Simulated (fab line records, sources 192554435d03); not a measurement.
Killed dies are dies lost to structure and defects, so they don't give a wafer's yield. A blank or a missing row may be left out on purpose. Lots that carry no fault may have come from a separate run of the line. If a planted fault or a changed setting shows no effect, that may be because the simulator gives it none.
fab line records | flow n5_finfet
[record] lots = 6 wafers = 18 last_day = 18
route steps=1938 shown BEOL_M15@1797
lots that met no fault: taken from a fault-free run of the same line
start_h: hours from the record's opening day to when the first of the lot's shown wafers began | wait_h: hours elapsed since this lot's preceding step | " same as the row above | L1.1+2: one row covering several wafers at once | - no value, or no start was given | * or withheld: withheld | < > ~ a bound
route shown NAME@n: names a module that has steps shown in the file, with the first one's number in the route | usual: average and standard deviation across the fault-free wafers | same: alike in all rows | chamber/n: place in a boat | sites: the reading at each site | _std_site: how widely they spread, as a standard deviation | _edge_site: inner sites' mean taken away from outer sites' mean | radius_mm: how far each site lies from the wafer's centre | mask NAME#n: copy n | behind: the tool/chamber that last shaped the wafer | hold: what put the lot on hold/how long, in hours/how the hold closed | device: names the non-switching transistor (n, p or np) | end of line: the same wafers' tests at the end of the route | a step with no rows: only its recipe | killed: the dies lost at the first sort to structure and to defects; this is not the yield of the wafer | map: shows each die of a wafer: x if killed, . if not, _ if none is there
set.NAME: the setting the step ran with; set.NAME@STEP: the setting that earlier step ran with | model.NAME: the simulator's own value behind a step, which no gauge read
lots at some steps of the route; a table a step, a row a wafer
services: from which hour (start_h, from the record's first day; less than 0 if before it) a tool's chamber was out of use, for how many hours, and why
[[steps]]
[step N5_BEOL_M15_COAT_22]
[recipe] spin_rpm = 1704 resist_thk_nm = 800
[step N5_BEOL_M15_EBR_24]
[recipe] solvent = PGMEA ebr_width_mm = 1.5
[step N5_BEOL_M15_SOFTBAKE_23]
[recipe] temp_c = 130 time_s = 60
[step N5_BEOL_M15_EXPOSE_25]
[recipe] mask_id = M15 na = 0.8 source_shape = annular sigma_inner = 0.5 sigma_outer = 0.8 polarization = unpolarized target_cd_nm = 400 dose_mj = 35.5
[step N5_BEOL_M15_PEB_26]
[recipe] peb_temp_c = 130 peb_time_s = 90
[step N5_BEOL_M15_DEVELOP_27]
[recipe] develop_time_s = 45 rinse_liquid = diw dry = air_spin dev_temp_c = 21
[step N5_BEOL_M15_HARDBAKE_32]
[recipe] temp_c = 130 time_s = 120
[step N5_BEOL_M15_CD_MEAS_28]
[recipe] target_cd_nm = 407.6 landing_energy_ev = 500 detector = se_inlens
[usual] cd_nm = 408.8/2.3
// columns lot.wafer tool chamber start_h wait_h cd_nm
L645.2 cd_sem-02 0 274.06 - 406.7
L645.3 " 0 " " 410.1
L645.5 " 0 " " 409.9
L655.2 cd_sem-02 0 324.65 - 408.3
L655.5 " 0 " " 409.3
L655.6 " 0 " " 411.0
L657.1 cd_sem-03 0 353.82 - 406.6
L657.2 " 0 " " 410.2
L657.6 " 0 " " 409.6
L660.4 cd_sem-01 0 356.34 - 409.6
L660.5 " 0 " " 410.2
L660.6 " 0 " " 410.2
L661.2 cd_sem-03 0 369.99 - 408.0
L661.4 " 0 " " 411.2
L661.5 " 0 " " 409.8
L667.2 cd_sem-03 0 408.96 - 407.6
L667.4 " 0 " " 409.7
L667.6 " 0 " " 408.2
[step N5_BEOL_M15_OVL_MEAS_29]
[recipe] points_per_wafer = 44
[usual] M15_OVL = 0/5.6
// columns lot.wafer tool chamber start_h wait_h M15_OVL[nm]
L645.2 overlay-01 0 274.09 0.0 -3
L645.3 " 0 " " 7
L645.5 " 0 " " 4
L655.2 overlay-02 0 324.68 0.0 2
L655.5 " 0 " " -1
L655.6 " 0 " " 0
L657.1 overlay-02 0 353.85 0.0 -1
L657.2 " 0 " " -3
L657.6 " 0 " " 3
L660.4 overlay-02 0 356.36 0.0 -6
L660.5 " 0 " " 0
L660.6 " 0 " " -5
L661.2 overlay-02 0 370.02 0.0 0
L661.4 " 0 " " 4
L661.5 " 0 " " 15
L667.2 overlay-01 0 408.99 0.0 -6
L667.4 " 0 " " -2
L667.6 " 0 " " -2
[step N5_BEOL_M15_INSPECT_30]
[recipe] mode = adi inspect_instrument = macro
[usual] raw_defect_count = 2.3/1.4
// columns lot.wafer tool chamber start_h wait_h raw_defect_count
L645.2 defect_inspect-01 - 274.11 0.0 2
L645.3 " - " " 2
L645.5 " - " " 1
L655.2 defect_inspect-01 - 324.70 0.0 2
L655.5 " - " " 4
L655.6 " - " " 1
L657.1 defect_inspect-01 - 353.87 0.0 1
L657.2 " - " " 3
L657.6 " - " " 2
L660.4 defect_inspect-01 - 356.39 0.0 1
L660.5 " - " " 2
L660.6 " - " " 5
L661.2 defect_inspect-02 - 370.04 0.0 5
L661.4 " - " " 2
L661.5 " - " " 5
L667.2 defect_inspect-01 - 409.02 0.0 2
L667.4 " - " " 0
L667.6 " - " " 1
[step N5_BEOL_M15_DESCUM_33]
[recipe] chemistry = O2 time_s = 7.9 source_power_w = 50 bias_power_w = 20 pressure_mtorr = 20 rf_frequency_hz = 2.712e+07 temp_c = 40 o2_flow_sccm = 225
[step N5_BEOL_M15_ETCH_61]
[recipe] chemistry = N2/H2 target = BARC target_depth_a = 890 overetch_a = 267 time_s = 67.9 ion_energy_ev = 200 pressure_mtorr = 30 source_w = 840 bias_w = 150 n2_flow_sccm = 200 h2_flow_sccm = 200
[step N5_BEOL_M15_TRENCH_ETCH_34]
[recipe] chemistry = C4F8/O2/Ar target = SiO2 target_depth_a = 8729.3 he_inner_torr = 15 he_outer_torr = 30 time_s = 199 ion_energy_ev = 800 pressure_mtorr = 20 source_w = 1905 bias_w = 2040 Ar_flow_sccm = 400 C4F8_flow_sccm = 16 O2_flow_sccm = 12
[usual] bias_w = 2039/6.2 drypump_motor_current_A = 5.6/0.41 oes_o_777_au = 0.77/0.079 oes_product_au = 0.77/0.094 rf_vpp_V = 2221/45 showerhead_plenum_p_Torr = 3.40/0.1 throttle_valve_pct = 30.9/0.31
// columns lot.wafer tool chamber start_h wait_h bias_w drypump_motor_current_A oes_o_777_au oes_product_au rf_hours_counter_h rf_vpp_V showerhead_plenum_p_Torr throttle_valve_pct model.etch.depth_nm
L645.2 rie_diel-03 1 274.23 0.0 2036 5.1 0.92 0.96 3 2193 3.38 31.2 877.6
L645.3 " 0 " " 2041 5.4 0.73 0.70 221 2247 3.52 31.0 837.2
L645.5 " 1 " " 2042 5.1 0.92 0.97 - 2196 3.38 31.2 886.5
L655.2 rie_diel-03 1 324.82 0.0 2033 5.1 0.87 0.92 19 2194 3.38 31.2 899.7
L655.5 " 1 " " 2036 5.1 0.87 0.93 - 2193 3.38 31.2 905.4
L655.6 " 0 " " 2041 5.3 0.71 0.70 - 2247 3.51 31.0 864.3
L657.1 rie_diel-01 0 353.99 0.0 2043 6.4 0.74 0.71 229 2275 3.37 30.5 868.7
L657.2 " 2 " " 2037 6.1 0.74 0.70 211 2225 3.51 30.3 847.4
L657.6 " 0 " " 2047 6.4 0.75 0.70 - 2274 3.37 30.5 862.8
L660.4 rie_diel-01 1 357.02 0.1 2326 5.3 0.71 0.72 - 2504 3.25 31.0 894.3
L660.5 " 2 " " 2317 6.1 0.74 0.71 - 2427 3.51 30.3 874.2
L660.6 " 0 " " 2324 6.4 0.76 0.71 - 2480 3.37 30.6 886.5
L661.2 rie_diel-01 0 371.02 0.0 2325 6.4 0.75 0.71 237 2482 3.37 30.6 895.4
L661.4 " 1 " " 2318 5.3 0.69 0.73 217 2504 3.24 31.0 896.9
L661.5 " 2 " " 2322 6.1 0.74 0.70 - 2427 3.51 30.3 878
L667.2 rie_diel-03 3 409.40 0.0 2038 5.2 0.69 0.68 226 2132 3.27 31.1 820.5
L667.4 " 2 " " 2045 5.8 0.85 0.86 70 2179 3.29 30.8 900.4
L667.6 " 1 " " 2034 5.1 0.82 0.86 - 2193 3.36 31.2 885.5
[step N5_BEOL_M15_STRIP_36]
[recipe] chemistry = O2 power_w = 600 temp_c = 60 pressure_mtorr = 30 rf_frequency_hz = 6e+07 bias_power_w = 0 overash_fraction = 0.3 o2_flow_sccm = 225
[usual] drypump_motor_current_A = 5.6/0.4 oes_product_au = 0.77/0.092 rf_vpp_V = 3.5/0.97 showerhead_plenum_p_Torr = 2.07/0.074 temp_c = 60.00/0.12 throttle_valve_pct = 16.82/0.23
// columns lot.wafer tool chamber start_h wait_h drypump_motor_current_A oes_product_au rf_hours_counter_h rf_vpp_V showerhead_plenum_p_Torr temp_c throttle_valve_pct
L645.2 rie_diel-03 2 278.23 3.8 5.8 0.92 31 2.9 2.05 60.34 16.86
L645.3 " 1 " " 5.1 0.96 4 3.6 2.05 59.97 16.66
L645.5 " 2 " " 5.9 0.93 - 3.8 2.05 59.95 16.83
L655.2 rie_diel-03 3 328.86 3.8 5.2 0.72 199 3.1 1.99 60.02 16.87
L655.5 " 0 " " 5.4 0.70 - 2.7 2.17 59.99 17.14
L655.6 " 3 " " 5.2 0.71 - 2.4 1.99 60.04 16.90
L657.1 rie_diel-03 1 356.08 1.9 5.1 0.88 28 3.7 2.04 60.16 16.73
L657.2 " 3 " " 5.2 0.70 206 3.7 1.98 59.75 16.90
L657.6 " 0 " " 5.4 0.69 - 3.1 2.17 59.97 17.21
L660.4 rie_diel-03 1 360.04 2.9 5.1 0.90 30 2.4 2.04 59.88 16.72
L660.5 " 1 " " 5.1 0.90 - 6.5 2.04 59.90 16.67
L660.6 " 0 " " 5.4 0.69 - 2.9 2.17 60.08 17.24
L661.2 rie_diel-02 3 371.25 0.0 5.3 0.76 130 6.6 2.12 60.07 16.70
L661.4 " 2 " " 5.9 0.71 190 2.8 2.08 59.89 16.79
L661.5 " 0 " " 5.6 0.85 - 2.6 2.14 60.15 16.38
L667.2 rie_diel-03 0 411.65 2.1 5.3 0.96 9 4.7 2.17 60.10 16.80
L667.4 " 1 " " 5.1 0.86 48 3.3 2.03 60.01 16.74
L667.6 " 3 " " 5.2 0.68 - 3.1 1.98 59.91 16.93
[step N5_BEOL_M15_STRIP_62]
[recipe] chemistry = O2 power_w = 600 temp_c = 60 pressure_mtorr = 30 rf_frequency_hz = 6e+07 bias_power_w = 0 overash_fraction = 0.3 o2_flow_sccm = 225
[usual] drypump_motor_current_A = 5.6/0.4 oes_product_au = 0.77/0.09 rf_vpp_V = 3.7/0.5 showerhead_plenum_p_Torr = 2.07/0.075 temp_c = 59.99/0.12 throttle_valve_pct = 16.82/0.23
// columns lot.wafer tool chamber start_h wait_h drypump_motor_current_A oes_product_au rf_hours_counter_h rf_vpp_V showerhead_plenum_p_Torr temp_c throttle_valve_pct
L645.2 rie_diel-03 2 - - 5.8 0.90 31 4.1 2.05 60.07 16.83
L645.3 " 1 " " 5.1 0.97 4 3.8 2.05 59.83 16.66
L645.5 " 2 " " 5.9 0.90 - 3.8 2.05 59.78 16.84
L655.2 rie_diel-03 3 - - 5.2 0.72 199 3.4 1.99 59.77 16.87
L655.5 " 0 " " 5.4 0.70 - 4.1 2.18 59.91 17.19
L655.6 " 3 " " 5.2 0.72 - 3.7 1.99 59.99 16.89
L657.1 rie_diel-03 1 - - 5.1 0.90 28 3.3 2.04 59.86 16.68
L657.2 " 3 " " 5.2 0.71 206 4.2 1.98 60.07 16.88
L657.6 " 0 " " 5.4 0.68 - 3.8 2.17 59.89 17.21
L660.4 rie_diel-03 1 - - 5.1 0.90 30 4.0 2.04 60.05 16.70
L660.5 " 1 " " 5.1 0.90 - 4.1 2.04 59.83 16.70
L660.6 " 0 " " 5.4 0.68 - 3.3 2.17 60.01 17.21
L661.2 rie_diel-02 3 - - 5.3 0.77 130 3.7 2.12 59.96 16.67
L661.4 " 2 " " 5.9 0.72 190 4.7 2.08 60.04 16.79
L661.5 " 0 " " 5.6 0.84 - 3.7 2.14 60.12 16.40
L667.2 rie_diel-03 0 - - 5.4 0.95 9 4.3 2.17 59.90 16.77
L667.4 " 1 " " 5.1 0.86 48 3.0 2.03 59.96 16.75
L667.6 " 3 " " 5.2 0.68 - 3.6 1.98 60.13 16.92
[step N5_BEOL_M15_STRIP_37]
[recipe] chemistry = O2 power_w = 600 temp_c = 60 pressure_mtorr = 30 rf_frequency_hz = 6e+07 bias_power_w = 0 overash_fraction = 0.3 o2_flow_sccm = 225
[step N5_BEOL_M15_ETCH_38]
[recipe] chemistry = CF4/N2 target = SiCN target_depth_a = 1064 taper_deg = 2 time_s = 120.5 ion_energy_ev = 150 mask_material = SiO2 pressure_mtorr = 40 source_w = 430 bias_w = 70 Ar_flow_sccm = 100 cf4_flow_sccm = 60 n2_flow_sccm = 60
[usual] bias_w = 70.02/0.2 drypump_motor_current_A = 5.6/0.4 oes_product_au = 0.78/0.093 rf_vpp_V = 381.7/1.8 showerhead_plenum_p_Torr = 2.18/0.071 throttle_valve_pct = 15.57/0.23
// columns lot.wafer tool chamber start_h wait_h bias_w drypump_motor_current_A oes_product_au rf_hours_counter_h rf_vpp_V showerhead_plenum_p_Torr throttle_valve_pct
L645.2 rie_diel-03 2 - - 70.02 5.8 0.93 31 381.2 2.14 15.48
L645.3 " 1 " " 70.00 5.1 0.97 4 382.3 2.17 15.48
L645.5 " 2 " " 69.97 5.9 0.93 - 380.3 2.14 15.48
L655.2 rie_diel-03 3 - - 70.03 5.2 0.70 199 378.9 2.11 15.71
L655.5 " 0 " " 69.93 5.4 0.69 - 384.0 2.28 15.94
L655.6 " 3 " " 70.03 5.2 0.70 - 378.6 2.11 15.72
L657.1 rie_diel-03 1 - - 70.17 5.1 0.88 28 381.6 2.16 15.54
L657.2 " 3 " " 69.94 5.2 0.69 206 378.2 2.10 15.73
L657.6 " 0 " " 70.28 5.4 0.70 - 383.8 2.27 15.94
L660.4 rie_diel-03 1 - - 70.43 5.1 0.90 30 382.5 2.16 15.54
L660.5 " 1 " " 69.87 5.1 0.89 - 381.6 2.16 15.54
L660.6 " 0 " " 69.79 5.4 0.69 - 384.5 2.27 15.97
L661.2 rie_diel-02 3 - - 70.05 5.4 0.78 130 382.6 2.22 15.42
L661.4 " 2 " " 69.93 5.8 0.69 190 382.9 2.20 15.63
L661.5 " 0 " " 70.31 5.6 0.84 - 383.2 2.25 15.17
L667.2 rie_diel-03 0 - - 70.29 5.4 0.94 9 383.4 2.27 15.47
L667.4 " 1 " " 70.22 5.1 0.86 48 381.4 2.16 15.58
L667.6 " 3 " " 69.85 5.2 0.67 - 379.9 2.10 15.76
[step N5_BEOL_M15_PRECLEAN_39]
[recipe] chemistry = residue_remover time_s = 60 temp_c = 40
[step N5_BEOL_M15_SRD_40]
[recipe] time_s = 30 temp_c = 23 rinse_liquid = diw dry = n2_spin spin_rpm = 1500 dry_time_s = 30
[step N5_BEOL_M15_DEGAS_41]
[recipe] ambient = vacuum temp_c = 300 time_s = 60
[step N5_BEOL_M15_PRE_CLEAN_42]
[recipe] gas = H2/He time_s = 30 temp_c = 300
[step N5_BEOL_M15_SPUTTER_43]
[recipe] material = TaN target_thk_a = 150 temp_c = 50 bias_v = 168.6 power_w = 15000 chamber_pressure_pa = 0.12 time_s = 24.19
[step N5_BEOL_M15_SPUTTER_44]
[recipe] material = Ta target_thk_a = 150 temp_c = 50 bias_v = 80 power_w = 15000 chamber_pressure_pa = 0.07 time_s = 24.19
[usual] cathode_dc_power_W = 15000/2.6 throttle_valve_pct = 29.6/1
// columns lot.wafer tool chamber start_h wait_h cathode_dc_power_W throttle_valve_pct
L645.2 pvd_sputter-02 - 279.08 0.0 15003 30.5
L645.3 " - " " 14999 28.6
L645.5 " - " " 14998 29.7
L655.2 pvd_sputter-02 - 329.54 0.0 14999 30.4
L655.5 " - " " 15004 30.4
L655.6 " - " " 15002 29.5
L657.1 pvd_sputter-03 - 356.77 0.0 15001 29.9
L657.2 " - " " 14997 30.1
L657.6 " - " " 14999 29.9
L660.4 pvd_sputter-02 - 360.77 0.0 15001 29.2
L660.5 " - " " 14996 29.0
L660.6 " - " " 14998 29.8
L661.2 pvd_sputter-02 - 371.75 0.0 15000 29.1
L661.4 " - " " 14998 30.4
L661.5 " - " " 14999 30.4
L667.2 pvd_sputter-02 - 412.15 0.0 14999 28.7
L667.4 " - " " 15003 30.3
L667.6 " - " " 14998 30.5
[step N5_BEOL_M15_SPUTTER_45]
[recipe] material = Cu target_thk_a = 1000 temp_c = -20 bias_v = 60 power_w = 26000 chamber_pressure_pa = 0.13 time_s = 16.67
[step N5_BEOL_M15_ECD_47]
[recipe] material = Cu target_thk_a = 18600
[step N5_BEOL_M15_ANNEAL_48]
[recipe] temp_c = 225 time_s = 90 ambient = N2
[usual] anneal_temp_c = 225.03/0.17 anneal_temp_c_max = 226.1/0.4 wafer_temp_C_max = 226.4/0.53
// columns lot.wafer tool chamber start_h wait_h anneal_temp_c anneal_temp_c_max wafer_temp_C_max
L645.2 rtp_anneal-02 0 279.57 0.2 224.98 225.7 227.3
L645.3 " 0 " " 225.12 226.0 226.5
L645.5 " 0 " " 224.96 225.9 226.6
L655.2 rtp_anneal-02 0 330.17 0.4 225.03 226.0 226.9
L655.5 " 0 " " 225.06 226.0 227.0
L655.6 " 0 " " 224.78 225.6 226.3
L657.1 rtp_anneal-01 0 357.24 0.2 224.91 226.2 225.6
L657.2 " 0 " " 224.87 226.0 225.7
L657.6 " 0 " " 224.69 226.3 225.6
L660.4 rtp_anneal-02 0 361.34 0.2 225.01 226.0 226.5
L660.5 " 0 " " 224.91 225.6 227.0
L660.6 " 0 " " 224.77 225.5 226.8
L661.2 rtp_anneal-02 0 372.24 0.2 225.08 226.1 227.1
L661.4 " 0 " " 225.09 226.2 226.5
L661.5 " 0 " " 225.25 226.1 226.4
L667.2 rtp_anneal-01 0 412.63 0.2 225.18 226.7 225.8
L667.4 " 0 " " 224.95 226.6 225.5
L667.6 " 0 " " 225.02 226.2 225.7
[step N5_BEOL_M15_CMP_49]
[recipe] stop_on = SiO2 t_overpolish_s = 4.9 down_force_psi = 2 platen_rpm = 80 clearing_platen_down_force_psi = 2 clearing_platen_rpm = 80 post_cmp_clean = cu_alkaline target_thk_nm = 850 clearing_platen_pad_velocity_m_s = 1.5917 pad_velocity_m_s = 1.5917
[usual] barrier_field_endpoint_s = 11.4/0.43 edge_zone_pressure_frac = 1.001/0.0049 motor_current_A = 8.2/0.85 overpolish_run_s = 4.902/0.0091
[same] t_overpolish_s = 4.9
// columns lot.wafer tool chamber start_h wait_h barrier_field_endpoint_s edge_zone_pressure_frac motor_current_A overpolish_run_s model.Cu_of_BEOL_M15_ECD_47.thk_nm
L645.3 cmp-03 3 279.82 0.2 11.5 1.000 7.6 4.896 814
L645.2 " 1 " " 11.1 1.002 9.5 4.893 854.8
L645.5 " 0 " " 11.1 1.003 7.4 4.892 863.8
L655.2 cmp-03 2 330.43 0.2 11.2 1.008 7.7 4.904 875.8
L655.6 " 2 " " 11.4 1.004 7.8 4.887 839.6
L655.5 " 3 " " 11.0 0.999 7.7 4.880 882.2
L657.2 cmp-04 1 357.59 0.3 11.1 0.996 9.4 4.885 824.4
L657.1 " 3 " " 10.7 1.003 8.2 4.909 846.6
L657.6 " 0 " " 11.8 1.003 7.5 4.893 844.2
L660.4 cmp-03 1 361.62 0.2 11.2 1.003 10.5 4.905 869.6
L660.5 " 2 " " 11.6 1.002 7.8 4.904 849.6
L660.6 " 3 " " 11.2 0.993 7.9 4.903 863.4
L661.4 cmp-04 3 372.49 0.1 11.1 1.009 8.1 4.894 871.8
L661.2 " 2 " " 11.5 1.005 7.0 4.913 869.2
L661.5 " 0 " " 12.3 0.998 8.2 4.879 858.6
L667.2 cmp-04 2 412.92 0.2 11.3 1.000 7.0 4.904 796.8
L667.4 " 0 " " 12.5 1.004 7.9 4.875 879.2
L667.6 " 1 " " 11.3 0.999 9.6 4.901 861
[step N5_BEOL_M15_THK_MEAS_50]
[recipe] thk_meas_gauge = xrf reads = Cu_of_BEOL_M15_ECD_47
[usual] M15_THK = 846/22
// columns lot.wafer tool chamber start_h wait_h M15_THK[nm]
L645.2 film_metro-01 - 280.12 - 867
L645.3 " - " " 822
L645.5 " - " " 873
L655.2 film_metro-01 - 330.72 - 881
L655.5 " - " " 885
L655.6 " - " " 849
L657.1 film_metro-01 - 357.85 - 866
L657.2 " - " " 843
L657.6 " - " " 868
L660.4 film_metro-02 - 361.80 - 864
L660.5 " - " " 841
L660.6 " - " " 859
L661.2 film_metro-01 - 372.79 - 874
L661.4 " - " " 870
L661.5 " - " " 860
L667.2 film_metro-02 - 413.18 - 798
L667.4 " - " " 878
L667.6 " - " " 864
[[services]]
// columns tool chamber start_h hours kind
cmp-04 - 261.59 0.5 repair
cmp-04 - 281.53 0.5 repair
rie_diel-02 1 285.26 2.9 repair
cmp-03 - 296.81 5.0 repair
cmp-03 - 304.61 1.0 repair
rie_diel-02 2 311.15 15.1 repair
rie_diel-03 2 315.58 9.5 repair
rie_diel-01 3 344.62 - clean
rie_diel-01 3 344.62 - consumable_replace:focus_ring
rie_diel-01 3 344.62 - consumable_replace:showerhead
rie_diel-01 3 344.62 16.0 scheduled_down
rie_diel-01 - 347.50 0.1 repair
rie_diel-02 - 355.65 15.6 pm
rie_diel-03 0 365.55 - clean
rie_diel-03 0 365.55 - consumable_replace:focus_ring
rie_diel-03 0 365.55 18.1 scheduled_down
rie_diel-03 0 365.55 18.1 vent_cycle
pvd_sputter-02 - 379.03 2.5 repair
cmp-03 - 383.67 2.2 repair
pvd_sputter-03 - 397.76 2.9 repair
cmp-04 - 400.56 0.6 repair
pvd_sputter-03 - 406.22 3.1 repair
cmp-03 - 409.57 4.0 pm
rie_diel-02 - 410.46 2.8 pm
[[key]]
[first_sign] step = N5_BEOL_M15_TRENCH_ETCH_34 reading = bias_w direction = up sigmas = 46 usual = * struck = *
[effect] step = N5_BEOL_M15_TRENCH_ETCH_34 reading = rf_vpp_V direction = up sigmas = 5.6 usual = 2221 struck = 2471
[model_effect] step = N5_BEOL_M15_TRENCH_ETCH_34 value = etch.depth_nm without = 854.9 struck = 887.6
[model_effect] step = N5_BEOL_M15_CMP_49 value = Cu_of_BEOL_M15_ECD_47.thk_nm without = 831 struck = 863.7
met_at N5_BEOL_M15_TRENCH_ETCH_34
struck_wafers L660.4,L660.5,L660.6,L661.2,L661.4,L661.5
onset_between 353.99 357.02
[fault] kind = process_parameter_drift tool = rie_diel-01 chamber = - onset_h = 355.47 steps = N5_BEOL_M15_TRENCH_ETCH_34 channel = bias_w offset = * shape = step end_h = 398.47 acts_in = * stated = *
